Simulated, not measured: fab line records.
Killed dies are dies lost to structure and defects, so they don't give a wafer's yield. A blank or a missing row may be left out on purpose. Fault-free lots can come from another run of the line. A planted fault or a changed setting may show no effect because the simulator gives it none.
Matching of chambers + flow nand-harc + cmp-04 running NHARC_A_SGD_CUT_CMP_21: 4 sister chambers
The step polishes, target thk 148.19 nm. 4 wafers are shown with their chamber, then 7 later ones without.

EACH WAFER AND ITS CHAMBER
| wafer  | chamber | motor-current-A (A) |
|--------|---------|---------------------|
| L173.2 | 2       | 14.8                |
| L173.6 | 0       | 11.8                |
| L175.2 | 1       | 11.1                |
| L175.5 | 3       | 12.8                |

WAFERS WHOSE CHAMBER IS MISSING
| wafer  | motor-current-A (A) |
|--------|---------------------|
| L175.6 | 14.5                |
| L177.1 | 12.0                |
| L177.4 | 14.7                |
| L177.5 | 12.0                |
| L180.3 | 10.3                |
| L180.4 | 14.1                |
| L180.6 | 11.6                |

WHICH CHAMBER EACH WENT THROUGH
| wafer  | from the rows above          | in truth                   |
|--------|------------------------------|----------------------------|
| L175.6 | 2                            | 2                          |
| L177.1 | can't be placed: 0 or 3 or 1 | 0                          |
| L177.4 | 2                            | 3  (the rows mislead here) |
| L177.5 | can't be placed: 0 or 3 or 1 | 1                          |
| L180.3 | can't be placed: 1 or 0      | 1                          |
| L180.4 | can't be placed: 2 or 3      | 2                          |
| L180.6 | can't be placed: 0 or 1      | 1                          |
Placed correctly: 1 of 7. Unplaceable from these rows: 5, with the true chamber sitting among the candidates in 5. Number placed wrongly: 1.
How it was worked out, from the rows above alone: a wafer's distance from a chamber is the root of the sum, over the readings, of the square of ((its reading less the chamber's mean) divided by the reading's scatter). If the next closest chamber is less than 2 further off than the closest, the wafer can't be placed; otherwise it belongs to the closest. Each chamber's mean is taken over the wafers shown for it. The scatter: root of mean squared gap, hidden wafer to nearest shown wafer, with one shown wafer a chamber.
